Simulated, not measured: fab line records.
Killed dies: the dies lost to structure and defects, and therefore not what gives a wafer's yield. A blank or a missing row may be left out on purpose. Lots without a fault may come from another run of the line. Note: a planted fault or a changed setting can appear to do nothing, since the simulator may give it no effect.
Chamber matching + flow nand_harc + NHARC_A_CONTACT_ETCH_75 on rie_diel-02: 4 sister chambers
The step etches the open film in CF4, target depth 39 nm, time 65 s. 4 wafers are shown with their chamber, then 12 later ones without.

## WAFERS PAIRED WITH THEIR CHAMBERS
| wafer  | chamber | drypump_motor_current_A (A) |
|--------|---------|-----------------------------|
| L084.3 | 0       | 6.3                         |
| L088.1 | 3       | 5.7                         |
| L088.3 | 2       | 5.5                         |
| L088.6 | 1       | 4.9                         |

## WAFERS MISSING THEIR CHAMBER
| wafer  | drypump_motor_current_A (A) |
|--------|-----------------------------|
| L090.1 | 5.5                         |
| L090.2 | 4.9                         |
| L090.3 | 5.8                         |
| L091.4 | 4.9                         |
| L091.5 | 5.8                         |
| L091.6 | 5.5                         |
| L092.1 | 5.5                         |
| L092.2 | 5.8                         |
| L092.6 | 5.5                         |
| L095.2 | 4.9                         |
| L095.3 | 5.5                         |
| L095.4 | 4.9                         |

## THE CHAMBER EACH PASSED THROUGH
| wafer  | from the rows above | in truth |
|--------|---------------------|----------|
| L090.1 | 2                   | 2        |
| L090.2 | 1                   | 1        |
| L090.3 | 3                   | 3        |
| L091.4 | 1                   | 1        |
| L091.5 | 3                   | 3        |
| L091.6 | 2                   | 2        |
| L092.1 | 2                   | 2        |
| L092.2 | 3                   | 3        |
| L092.6 | 2                   | 2        |
| L095.2 | 1                   | 1        |
| L095.3 | 2                   | 2        |
| L095.4 | 1                   | 1        |
12 of 12 placed correctly. Not placeable from these rows: 0. Placed wrongly: 0.
How it was worked out, from the rows above alone: a wafer's distance from a chamber is the root of the sum, over the readings, of the square of ((its reading less the chamber's mean) divided by the reading's scatter). The wafer belongs to the nearest chamber; if the next one is less than 2 further off, it can't be placed. Each chamber's mean is taken over the wafers shown for it. The scatter: with one shown wafer a chamber, the root of the mean of the squares of how far each hidden wafer lies from its nearest shown one.
